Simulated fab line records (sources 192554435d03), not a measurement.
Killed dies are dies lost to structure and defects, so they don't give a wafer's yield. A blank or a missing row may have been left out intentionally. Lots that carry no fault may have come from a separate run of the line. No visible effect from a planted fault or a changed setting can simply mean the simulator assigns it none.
Struck lot and sound lot, side by side + flow n5Finfet + 27 steps out of a route of 1938
Sound: these wafers, L789.1, L789.2, L789.6. Wafers struck: L801.2, L801.5, L801.6. The cause is given at the end.
For every step that has rows: the tool of each side, followed by ch and its chambers, followed by its first start. Under that, the readings that differ: sound wafers + struck wafers + difference of the means + sigmas: that difference in standard deviations of wafers without a fault.
alike: same words and numbers on both sides, and readings whose means sit less than 2 such deviations apart. not compared: any withheld reading, any reading some wafer has no value for, any bound like >300 that may hide the same value, and any number with overlapping values for which the record gives no deviation.
Wherever a step has rows on one side only, a row that says differs or no value, or a row with sigmas, the two part there. When numbers do not overlap yet have no deviation, they are printed without sigmas and do not part them. A reading missing from all wafers of one side parts the sides only when that side holds two or more wafers.

first, 10 steps without rows for these wafers: N5_DUMMY_GATE_STRIP_48 (strips in N2/H2, time 20 s); N5_DUMMY_GATE_PRECLEAN_33 (cleans in dHF, time 10 s); N5_DUMMY_GATE_PRECLEAN_25 (cleans in O3/DIW, time 45 s); N5_DUMMY_GATE_PRECLEAN_51 (cleans in SC2, time 45 s); N5_DUMMY_GATE_SRD_26 (time 30 s); N5_DUMMY_GATE_UV_OZONE_45 (time 120 s); N5_SPACER0_ALD_07 (deposits SiNx, target thk 2 nm); N5_SPACER0_ALD_00 (deposits SiOCN, target thk 3.5 nm, pulse time 3 s, purge time 2 s); N5_SPACER0_ALD_08 (deposits SiNx, target thk 2 nm); N5_SD_EPI_N_COAT_32 (time 60 s, resist thk 350 nm).
N5_SD_EPI_N_COAT_33: time 60 s, resist thk 35 nm.
  sound on lithoTrack-02 ch 0, day 4 03:12; struck on lithoTrack-02 ch 0, day 7 02:57
| reading                                    | sound                | struck               | difference | sigmas |
|--------------------------------------------|----------------------|----------------------|------------|--------|
| resistLineTempC (C)                        | 23.06 23.14 23.32    | 22.89 22.94 23.04    | -0.22      | -2     |
| spinSpeedRpm (rpm)                         | 1500.4 1497.5 1501.1 | 1431.4 1430.5 1430.9 | -68.7      | -62    |
| model.SiARC_of_SD_EPI_N_COAT_33.thkNm (nm) | 35.2 35.2 35.2       | 35.8 36 35.8         | +0.7       |        |
  alike: plateTempC
then, 7 steps without rows for these wafers: N5_SD_EPI_N_COAT_03 (resist thk 150 nm); N5_SD_EPI_N_EBR_05; N5_SD_EPI_N_SOFTBAKE_04 (time 60 s); N5_SD_EPI_N_EXPOSE_06 (exposes mask SD N BLK, target cd 120 nm); N5_SD_EPI_N_PEB_07 (peb time 60 s); N5_SD_EPI_N_DEVELOP_08 (develop time 30 s); N5_SD_EPI_N_DESCUM_14 (chemistry O2, time 7.9 s).
N5_SD_EPI_N_ETCH_34: etches SiARC in CF4, target depth 45.5 nm, time 75.8 s.
  sound on rieDiel-01 ch 0,1,3, day 4 03:41; struck on rieDiel-05 ch 0,1, day 7 03:41
| reading                                            | sound             | struck            | difference | sigmas |
|----------------------------------------------------|-------------------|-------------------|------------|--------|
| etchRfOnTimeS (s)                                  | 77.0 75.5 76.8    | 80.0 80.1 78.4    | +3.1       | +3     |
| model.etch.depthNm (nm)                            | 35.22 35.26 35.23 | 35.87 35.95 35.88 | +0.66      |        |
| model.CAR-ArF-block_of_SD_EPI_N_COAT_03.thkNm (nm) | 110.8 110.4 110.8 | 110 109.8 110     | -1         |        |
  alike: cf4FlowSccm, drypumpMotorCurrentA, oesProductAu, rfVppV, showerheadPlenumPTorr, throttleValvePct
  not compared: rfHoursCounterH
then, 4 steps without rows for these wafers: N5_SD_EPI_N_ETCH_35 (etches SOC in N2/H2, overetch 108 nm, time 486 s); N5_SD_EPI_N_STRIP_36 (strips in N2/H2); N5_SD_EPI_N_ETCHBACK_44 (etches SiNx in CH3F/O2, stops on SiO2, target depth 14.5 nm); N5_SD_EPI_N_ETCH_45 (etches SiOCN in CH3F/O2, target depth 6 nm).
N5_SD_EPI_N_ETCH_16: etches SiO2 in CHF3/O2, target depth 5 nm.
  sound on rieDiel-01 ch 0,1,3, day 4 04:16; struck on rieDiel-05 ch 0,1, day 7 04:17
| reading                                    | sound          | struck       | difference | sigmas |
|--------------------------------------------|----------------|--------------|------------|--------|
| model.SiARC_of_SD_EPI_N_COAT_33.thkNm (nm) | 12.6 12.2 12.6 | 13.8 14 13.2 | +1.2       |        |
  alike: drypumpMotorCurrentA, oesProductAu, rfVppV, showerheadPlenumPTorr, throttleValvePct
  not compared: rfHoursCounterH
then, 1 step without rows for these wafers: N5_SD_EPI_N_STRIP_47 (strips in CHF3/O2).
-- record jumps: 5 days separate the struck wafers' starts on either side; left off in module SD_EPI_N, taken up again in module BEOL_M4, whose first shown step is the route's number 1111 --
N5_BEOL_M4_RC_MEAS_101:
  sound on prober-02 ch 0, day 9 06:52; struck on prober-02 ch 0, day 12 05:47
| reading        | sound                | struck               | difference | sigmas |
|----------------|----------------------|----------------------|------------|--------|
| IOFF_P (nA/um) | 0.286 0.189 0.215    | 0.161 0.166 0.190    | -0.058     | -2     |
| ION_P (uA/um)  | 470 468 463          | 452 452 455          | -14        | -2     |
| VT_P (mV)      | -245.3 -250.8 -248.8 | -254.8 -254.3 -252.3 | -5.5       | -2     |
  alike: DIBL_N, DIBL_P, IOFF_N, ION_N, SS_N, SS_P, VT_N
-- a jump in the record: the struck wafers' starts before and after are 4 days apart (it breaks off in module BEOL_M4 and resumes in module PASSIVATION, where the first step shown is number 1936 of the route) --
N5_PASSIVATION_PROBE_49:
  struck on prober-01, day 16 10:58; sound on prober-01, day 13 21:06
  alike: defectLimitedYield, killed_at_M0_to_M3, killed_at_M4_up, killedAtContacts, killedAtFrontEnd, killedAtOther, killedDies, killedOpen, killedShort, sort_bin_5_function, sort_bin_6_memory, sortNPass, sortYieldPct

## WHERE THEY PART
Earliest at N5_SD_EPI_N_COAT_33; latest, in this record, at N5_BEOL_M4_RC_MEAS_101. Later steps at which nothing parts them and some readings are alike: N5_PASSIVATION_PROBE_49.

WHY: what the simulator had put in
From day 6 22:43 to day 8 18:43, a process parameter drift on lithoTrack-02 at N5_SD_EPI_N_COAT_33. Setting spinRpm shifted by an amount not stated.
